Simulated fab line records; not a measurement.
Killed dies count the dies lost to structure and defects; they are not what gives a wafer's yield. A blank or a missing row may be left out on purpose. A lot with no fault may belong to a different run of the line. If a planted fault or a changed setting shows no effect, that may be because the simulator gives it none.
Which tool is to blame?    flow n5Finfet    10 lots with 30 wafers sampled at 5 steps, on a route of 1938 steps

## WHAT EACH GAUGE READ, for each wafer
N5_WELL_APT_INSPECT_27: inspects for defects (macro). Usual: rawDefectCount 2.1, standard deviation 1.5.
lot   measured     on                rawDefectCount  flag
L667  day 1 14:44  defectInspect-02  0 1 3           
L669  day 2 03:01  defectInspect-02  3 1 4           
L672  day 2 21:40  defectInspect-02  2 2 8           
L673  day 3 03:36  defectInspect-02  3 1 5           
L678  day 4 08:53  defectInspect-01  2 3 2           
L681  day 5 03:17  defectInspect-02  5 2 4           
L687  day 6 15:10  defectInspect-02  3 1 0           
L688  day 6 21:06  defectInspect-02  1 2 2           
L689  day 7 02:52  defectInspect-01  1 1 1           
L690  day 7 08:45  defectInspect-01  1 3 5           

N5_PMOS_HMC_CHANNEL_EPI_CD_MEAS_09 targets a cd of 237.4 nm. Usual: cdNm 236.7 nm, standard deviation 0.92.
lot   measured     on        cdNm (nm)          flag
L667  day 1 16:54  cdSem-02  235.3 236.9 236.6  
L669  day 2 05:02  cdSem-02  237.9 236.1 237.6  
L672  day 3 00:01  cdSem-02  235.8 236.7 238.1  
L673  day 3 05:44  cdSem-01  235.8 237.6 236.5  
L678  day 4 11:03  cdSem-01  235.4 235.4 235.0  
L681  day 5 05:25  cdSem-02  236.8 237.3 237.3  
L687  day 6 17:17  cdSem-02  236.5 237.1 238.0  
L688  day 6 23:31  cdSem-02  235.8 237.4 236.9  
L689  day 7 04:52  cdSem-02  235.6 234.9 234.6  
L690  day 7 11:14  cdSem-02  236.3 236.0 236.4  

N5_PMOS_HMC_CHANNEL_EPI_OVL_MEAS_10. Usual: for PMOS_HMC_BLK_OVL the level is -0.1 nm and the standard deviation is 0.82.
lot   measured     on          PMOS_HMC_BLK_OVL (nm)  flag
L667  day 1 16:56  overlay-02  -0.5 -0.1 -0.4         
L669  day 2 05:04  overlay-02  0.3 0.2 1.0            
L672  day 3 00:02  overlay-02  0.5 1.2 0.4            
L673  day 3 05:46  overlay-01  0.1 1.0 0.4            
L678  day 4 11:05  overlay-01  0.1 0.2 0.2            
L681  day 5 05:26  overlay-01  -1.5 -2.2 -1.9         
L687  day 6 17:19  overlay-02  0.0 -0.9 -0.5          
L688  day 6 23:33  overlay-02  -0.9 -0.1 -0.4         
L689  day 7 04:54  overlay-02  0.7 1.7 1.3            
L690  day 7 11:16  overlay-02  0.0 0.3 0.5            

N5_BEOL_M4_RC_MEAS_101. Usual: DIBL_N 36.7 mV/V, standard deviation 1.8; DIBL_P 37.0 mV/V, standard deviation 2.4; IOFF_N 0.17 nA/um, standard deviation 0.036; IOFF_P 0.22 nA/um, standard deviation 0.042; ION_N 673 uA/um, standard deviation 12; ION_P 462 uA/um, standard deviation 8.5; SS_N 71.7 mV/dec, standard deviation 0.62; SS_P 73.4 mV/dec, standard deviation 0.65; VT_N 250 mV, standard deviation 3.7; VT_P -250 mV, standard deviation 3.7.
lot   measured      on         DIBL_N (mV/V)   DIBL_P (mV/V)   IOFF_N (nA/um)  IOFF_P (nA/um)  ION_N (uA/um)  ION_P (uA/um)  SS_N (mV/dec)   SS_P (mV/dec)   VT_N (mV)    VT_P (mV)       flag
L667  day 8 22:50   prober-01  38.0 36.5 37.5  39.7 37.5 39.1  0.19 0.16 0.18  0.24 0.20 0.23  682 676 678    462 460 458    72.3 71.0 71.5  73.6 73.5 74.0  247 250 248  -250 -252 -251  
L669  day 9 03:59   prober-02  36.8 36.4 38.0  37.0 36.0 38.4  0.15 0.14 0.18  0.20 0.18 0.21  660 666 667    460 460 457    72.2 71.8 72.5  73.1 73.5 73.6  252 253 251  -253 -255 -253  
L672  day 9 12:34   prober-01  37.7 34.6 35.9  38.4 34.7 35.1  0.17 0.13 0.14  0.21 0.16 0.17  670 671 655    455 456 447    72.2 71.1 71.1  73.5 72.0 73.6  251 252 252  -253 -255 -254  
L673  day 10 17:13  prober-01  35.5 36.9 39.9  35.9 37.3 40.9  0.15 0.17 0.24  0.21 0.22 0.27  669 669 687    461 460 463    71.5 72.1 73.2  72.5 73.8 74.7  248 250 244  -252 -252 -250  
L678  day 10 21:02  prober-02  37.4 36.3 37.2  38.1 37.3 36.4  0.18 0.16 0.16  0.23 0.23 0.21  675 687 689    459 471 470    71.5 71.8 71.9  74.1 73.4 73.1  248 249 248  -251 -250 -250  
L681  day 12 16:13  prober-01  36.7 35.1 37.1  38.6 35.9 38.7  0.16 0.14 0.19  0.23 0.18 0.23  667 662 691    458 453 466    71.5 72.0 71.7  74.3 74.2 74.5  250 252 245  -251 -257 -253  
L687  day 13 12:33  prober-01  35.7 36.7 32.1  34.9 36.2 30.0  0.15 0.17 0.10  0.19 0.22 0.14  678 687 663    462 465 456    71.4 71.0 70.7  73.1 73.8 72.4  251 250 256  -249 -249 -255  
L688  day 13 14:30  prober-02  38.1 39.6 37.0  36.4 38.5 35.7  0.17 0.20 0.15  0.25 0.29 0.23  688 672 683    472 463 470    71.3 72.4 70.7  73.9 73.2 73.3  247 250 249  -248 -247 -248  
L689  day 14 18:44  prober-02  37.6 36.9 36.6  38.4 37.5 37.7  0.18 0.16 0.16  0.24 0.22 0.23  684 671 676    467 460 469    72.0 71.8 71.8  72.7 73.1 73.9  248 249 249  -250 -254 -251  
L690  day 15 19:44  prober-01  36.6 36.8 35.9  36.4 35.9 35.0  0.15 0.16 0.14  0.19 0.20 0.18  669 682 670    454 464 455    71.8 71.9 71.6  72.8 73.6 73.4  251 248 251  -252 -253 -254  

## EACH LOT AND THE TOOL THAT RAN IT (in order: tool; ch and the chambers of the sampled wafers; start)
lot   N5_WELL_APT_RTA_34
L667  rtpAnneal-01 ch 0, day 1 15:38
L669  rtpAnneal-02 ch 0, day 2 03:50
L672  rtpAnneal-01 ch 0, day 2 22:49
L673  rtpAnneal-01 ch 0, day 3 04:24
L678  rtpAnneal-02 ch 0, day 4 09:44
L681  rtpAnneal-01 ch 0, day 5 04:05
L687  rtpAnneal-01 ch 0, day 6 15:58
L688  rtpAnneal-01 ch 0, day 6 22:20
L689  rtpAnneal-02 ch 0, day 7 03:41
L690  rtpAnneal-02 ch 0, day 7 09:55
- N5_WELL_APT_RTA_34: time 10 s.

## AS READ BY THE TOOLS THEMSELVES (means over the sampled wafers that have a number; for cases with no such wafer, the mark the record gives instead)
N5_WELL_APT_RTA_34. Usual: lampPowerPct 13.00 %, standard deviation 0.054; lamp_zone_1_pct 12.99 %, standard deviation 0.032; lamp_zone_2_pct 12.992 %, standard deviation 0.027; lamp_zone_3_pct 12.996 %, standard deviation 0.028; lamp_zone_4_pct 12.993 %, standard deviation 0.027; lamp_zone_5_pct 12.996 %, standard deviation 0.029; lamp_zone_6_pct 12.92 %, standard deviation 0.031; lamp_zone_7_pct 13.423 %, standard deviation 0.028; wafer_temp_C_max 1003.3, standard deviation 1.
lot   tool          lampPowerPct (%)  lamp_zone_1_pct (%)  lamp_zone_2_pct (%)  lamp_zone_3_pct (%)  lamp_zone_4_pct (%)  lamp_zone_5_pct (%)  lamp_zone_6_pct (%)  lamp_zone_7_pct (%)  wafer_temp_C_max  flag
L667  rtpAnneal-01  13.00             12.98                12.971               12.973               12.996               13.002               12.90                13.450               1004.2            
L669  rtpAnneal-02  13.07             13.02                12.985               12.973               12.981               12.984               12.93                13.393               1003.3            
L672  rtpAnneal-01  13.03             13.00                12.993               13.004               12.979               13.010               12.93                13.403               1002.2            
L673  rtpAnneal-01  13.04             12.99                12.959               13.009               12.976               12.990               12.92                13.433               1003.0            
L678  rtpAnneal-02  13.03             13.00                13.007               12.975               12.985               12.954               12.93                13.411               1001.6            
L681  rtpAnneal-01  12.95             13.00                12.995               13.023               12.995               13.015               12.91                13.424               1003.8            
L687  rtpAnneal-01  14.10             14.11                14.089               14.105               14.070               14.120               14.01                14.561               1004.7            OFF
L688  rtpAnneal-01  14.11             14.12                14.092               14.097               14.118               14.084               14.00                14.544               1003.3            OFF
L689  rtpAnneal-02  12.96             12.94                12.979               13.014               13.003               13.000               12.93                13.421               1002.9            
L690  rtpAnneal-02  12.99             12.94                13.001               12.989               12.983               13.056               12.90                13.429               1002.4            

## THE ANSWER, worked out from the rows above alone
Rule: a lot is off if the mean of its wafers that have a number lies more than 3 standard deviations from the usual mean. A lot without any number at a reading at which 4 lots or more have one is off too. Where the step has rows for the other lots, those lots are counted as sound. After the gauges, taken in route order, come the tools' own readings; for these a lot's mean is taken, as printed above. At the first step where some lot is off, the reading lying furthest off is the one used; lots without a number count as furthest.
Off, at N5_WELL_APT_RTA_34 on lamp_zone_4_pct: L687, L688.
A tool fits if, at that step or a process step before it, it ran every lot that is off, and no sound lot after the first of them. One fits: rtpAnneal-01 at N5_WELL_APT_RTA_34. Its last sound lot is L681 (day 5 04:05), its first lot that is off L687 (day 6 15:58): a fault that began between those two fits.
The tool's own readings at N5_WELL_APT_RTA_34 bear it out: on the lots that are off they differ by more than 5 times the standard deviation of the sound lots' means. lampPowerPct reads 14.11 % there against 13.01 % on the sound lots; lamp_zone_1_pct reads 14.11 % there against 12.98 % on the sound lots; lamp_zone_2_pct reads 14.091 % there against 12.986 % on the sound lots; lamp_zone_3_pct reads 14.101 % there against 12.995 % on the sound lots; lamp_zone_4_pct reads 14.094 % there against 12.987 % on the sound lots; lamp_zone_5_pct reads 14.102 % there against 13.001 % on the sound lots; lamp_zone_6_pct reads 14.00 % there against 12.92 % on the sound lots; lamp_zone_7_pct reads 14.553 % there against 13.421 % on the sound lots.

## WHAT THE SIMULATOR PUT IN
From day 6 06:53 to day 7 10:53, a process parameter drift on rtpAnneal-01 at N5_WELL_APT_RTA_34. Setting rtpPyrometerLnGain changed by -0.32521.
Shown lots that were struck: L687, L688. The same result came from the rule above.
